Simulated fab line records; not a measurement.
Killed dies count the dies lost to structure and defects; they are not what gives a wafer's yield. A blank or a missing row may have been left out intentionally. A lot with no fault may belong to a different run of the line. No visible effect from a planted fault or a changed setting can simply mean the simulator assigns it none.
fab line records    flow n5-finfet
record lots=7  wafers=21
route steps=1938 shown BEOL_M15@1773
start-h: hours from the record's first day to the start of the lot's first wafer shown    wait-h: hours since the lot's step before    " same as the row above    L1.1+2: several wafers, shown together as one row    - either no value or no given start    * or withheld: withheld    < > ~ a bound
route shown NAME@n: NAME is a module with steps in the file, n the number in the route of the first one    usual: average and standard deviation across the fault-free wafers    same: alike in all rows    chamber/n: place in a boat    sites: readings site by site    _std_site: the standard deviation of these    _edge_site: inner sites' mean taken away from outer sites' mean    radius-mm: how far each site lies from the wafer's centre    mask NAME#n: copy n    behind: the most recent tool/chamber to have shaped the wafer    hold: reason for holding the lot/hours on hold/outcome of the hold    device: transistor that didn't switch, given as n, p or np    end of line: tests of these same wafers at the route's end    a step with no rows: only its recipe    killed: not the wafer's yield, but the dies lost to structure and defects at the first sort    map: shows each die of a wafer: x if killed, . if not, _ if none is there
set.NAME: the setting as run; set.NAME@STEP: as run at that earlier step    model.NAME: the simulator's own value behind a step, which no gauge read
lots with deliberately changed settings; one table per step, one row per wafer
## steps
# step N5_BEOL_M15_ILD_DEP_00
# recipe material=SiO2  target-thk-a=16293  temp-c=400  precursor=TEOS/O2  pressure-torr=6.5  rf-w=900  teos-flow-sccm=161.4  gas=O2  flow-sccm=2650  time-s=346.1
lot.wafer  tool      chamber  start-h  wait-h  set.time-s  model.SiO2_of_BEOL_M15_ILD_DEP_00.thk-nm
L077.1     pecvd-01  2        260.81   0.0     346.1       1574
L077.2     "         1        "        "       346.1       1589
L077.3     "         0        "        "       346.1       1636
L079.3     pecvd-02  0        281.09   0.0     346.1       1612
L079.4     "         1        "        "       309.7       1437
L079.6     "         2        "        "       346.1       1609
L082.2     pecvd-01  0        307.86   0.0     346.1       1654
L082.3     "         1        "        "       346.1       1579
L082.4     "         2        "        "       346.1       1610
L084.1     pecvd-02  2        314.41   0.0     346.1       1601
L084.4     "         2        "        "       346.1       1644
L084.5     "         0        "        "       346.1       1657
L085.1     pecvd-02  0        316.12   0.0     346.1       1652
L085.4     "         0        "        "       315.9       1521
L085.5     "         1        "        "       315.9       1490
L087.2     pecvd-04  0        342.51   0.0     346.1       1618
L087.3     "         2        "        "       371.6       1717
L087.4     "         0        "        "       371.6       1761
L097.3     pecvd-02  0        411.82   0.1     319.3       1529
L097.5     "         0        "        "       346.1       1645
L097.6     "         2        "        "       319.3       1501
# step N5_BEOL_M15_THK_MEAS_01
# recipe reads=SiO2_of_BEOL_M15_ILD_DEP_00
# usual M15_ILD_THK=1627/26
lot.wafer  tool           chamber  start-h  wait-h  set.time-s@BEOL_M15_ILD_DEP_00  M15_ILD_THK[nm]
L077.1     film-metro-02  -        261.06   0.1     346.1                           1573
L077.2     "              -        "        "       346.1                           1588
L077.3     "              -        "        "       346.1                           1638
L079.3     film-metro-01  -        281.34   0.1     346.1                           1612
L079.4     "              -        "        "       309.7                           1437
L079.6     "              -        "        "       346.1                           1609
L082.2     film-metro-01  -        308.11   0.1     346.1                           1653
L082.3     "              -        "        "       346.1                           1580
L082.4     "              -        "        "       346.1                           1611
L084.1     film-metro-01  -        314.66   0.1     346.1                           1601
L084.4     "              -        "        "       346.1                           1644
L084.5     "              -        "        "       346.1                           1656
L085.1     film-metro-01  -        316.37   0.1     346.1                           1653
L085.4     "              -        "        "       315.9                           1521
L085.5     "              -        "        "       315.9                           1491
L087.2     film-metro-02  -        342.76   0.1     346.1                           1619
L087.3     "              -        "        "       371.6                           1715
L087.4     "              -        "        "       371.6                           1761
L097.3     film-metro-02  -        412.07   0.1     319.3                           1528
L097.5     "              -        "        "       346.1                           1645
L097.6     "              -        "        "       319.3                           1501
# step N5_BEOL_M15_COAT_58
# recipe resist=BARC  temp-c=205  time-s=60  spin-rpm=1500  resist-thk-nm=89
# step N5_BEOL_M15_COAT_04
# recipe spin-rpm=1704  resist-thk-nm=800
# step N5_BEOL_M15_DESCUM_15
# recipe chemistry=O2  time-s=7.9  source-power-w=50  bias-power-w=20  pressure-mtorr=20  rf-frequency-hz=2.712e+07  temp-c=40  o2-flow-sccm=225
# step N5_BEOL_M15_ETCH_59
# recipe chemistry=N2/H2  target=BARC  target-depth-a=890  overetch-a=267  time-s=67.9  ion-energy-ev=200  pressure-mtorr=30  source-w=840  bias-w=150  n2-flow-sccm=200  h2-flow-sccm=200
# step N5_BEOL_M15_VIA_ETCH_16
# recipe chemistry=C4F8/O2/Ar  target=SiO2  he-inner-torr=15  he-outer-torr=30  target-depth-a=17922  time-s=withheld  ion-energy-ev=800  pressure-mtorr=20  source-w=1905  bias-w=2040  Ar_flow_sccm=400  C4F8_flow_sccm=16  O2_flow_sccm=12  ends=cleared
lot.wafer  tool         chamber  start-h  wait-h  set.time-s@BEOL_M15_ILD_DEP_00  model.etch.depth-nm  model.coat_of_BEOL_M15_COAT_04.thk-nm
L077.1     rie-diel-05  1        262.81   0.0     *                               1574                 344.6
L077.2     "            3        "        "       *                               1589                 345.2
L077.3     "            2        "        "       *                               1636                 336.4
L079.3     rie-diel-03  2        281.94   0.0     *                               1612                 339.6
L079.4     "            1        "        "       *                               1437                 382.2
L079.6     "            2        "        "       *                               1609                 341.2
L082.2     rie-diel-03  2        308.59   0.0     *                               1654                 325.4
L082.3     "            0        "        "       *                               1579                 343
L082.4     "            2        "        "       *                               1610                 336
L084.1     rie-diel-05  1        315.42   0.0     *                               1601                 338.6
L084.4     "            3        "        "       *                               1644                 335.2
L084.5     "            1        "        "       *                               1657                 324.2
L085.1     rie-diel-06  1        316.85   0.0     *                               1652                 329
L085.4     "            2        "        "       *                               1521                 350.2
L085.5     "            0        "        "       *                               1490                 368.2
L087.2     rie-diel-06  2        343.23   0.0     *                               1618                 332.8
L087.3     "            3        "        "       *                               1717                 314.4
L087.4     "            2        "        "       *                               1761                 297.6
L097.3     rie-diel-06  0        412.54   0.0     *                               1529                 352.8
L097.5     "            3        "        "       *                               1645                 327.6
L097.6     "            0        "        "       *                               1501                 361
# step N5_BEOL_M15_SPUTTER_43
# recipe material=TaN  target-thk-a=150  temp-c=50  bias-v=168.6  power-w=15000  chamber-pressure-pa=0.12  time-s=24.19
lot.wafer  tool            chamber  start-h  wait-h  set.power-w  model.TaN_of_BEOL_M15_SPUTTER_43.thk-nm
L077.1     pvd-sputter-01  -        268.27   0.0     13900        13.6
L077.2     "               -        "        "       15000        14.6
L077.3     "               -        "        "       15000        15
L079.3+6   pvd-sputter-01  -        285.25   0.0     15000        14.8
L079.4     "               -        "        "       15000        15
L082.2     pvd-sputter-01  -        313.22   0.0     15000        15
L082.3+4   "               -        "        "       15000        15.2
L084.1+4   pvd-sputter-01  -        319.74   0.0     16920        17
L084.5     "               -        "        "       15000        15.4
L085.1+5   pvd-sputter-03  -        320.65   0.0     15000        15
L085.4     "               -        "        "       12430        12.4
L087.2     pvd-sputter-03  -        347.51   0.0     12310        12.2
L087.3+4   "               -        "        "       15000        14.8
L097.3     pvd-sputter-02  -        416.20   0.0     17640        17.8
L097.5     "               -        "        "       17640        17.6
L097.6     "               -        "        "       15000        15.4
## key
split step=N5_BEOL_M15_ILD_DEP_00  setting=time-s  stated=346.1  by=wafer
response step=N5_BEOL_M15_ILD_DEP_00  reading=model.SiO2_of_BEOL_M15_ILD_DEP_00.thk-nm  change=+16.6  per=1%  r=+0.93
response step=N5_BEOL_M15_THK_MEAS_01  reading=M15_ILD_THK  change=+16.6  per=1%  r=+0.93
response step=N5_BEOL_M15_VIA_ETCH_16  reading=model.etch.depth-nm  change=+16.6  per=1%  r=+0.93
response step=N5_BEOL_M15_VIA_ETCH_16  reading=model.coat_of_BEOL_M15_COAT_04.thk-nm  change=-3.75  per=1%  r=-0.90
split step=N5_BEOL_M15_SPUTTER_43  setting=power-w  stated=15000  by=wafer
response step=N5_BEOL_M15_SPUTTER_43  reading=model.TaN_of_BEOL_M15_SPUTTER_43.thk-nm  change=+0.141  per=1%  r=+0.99
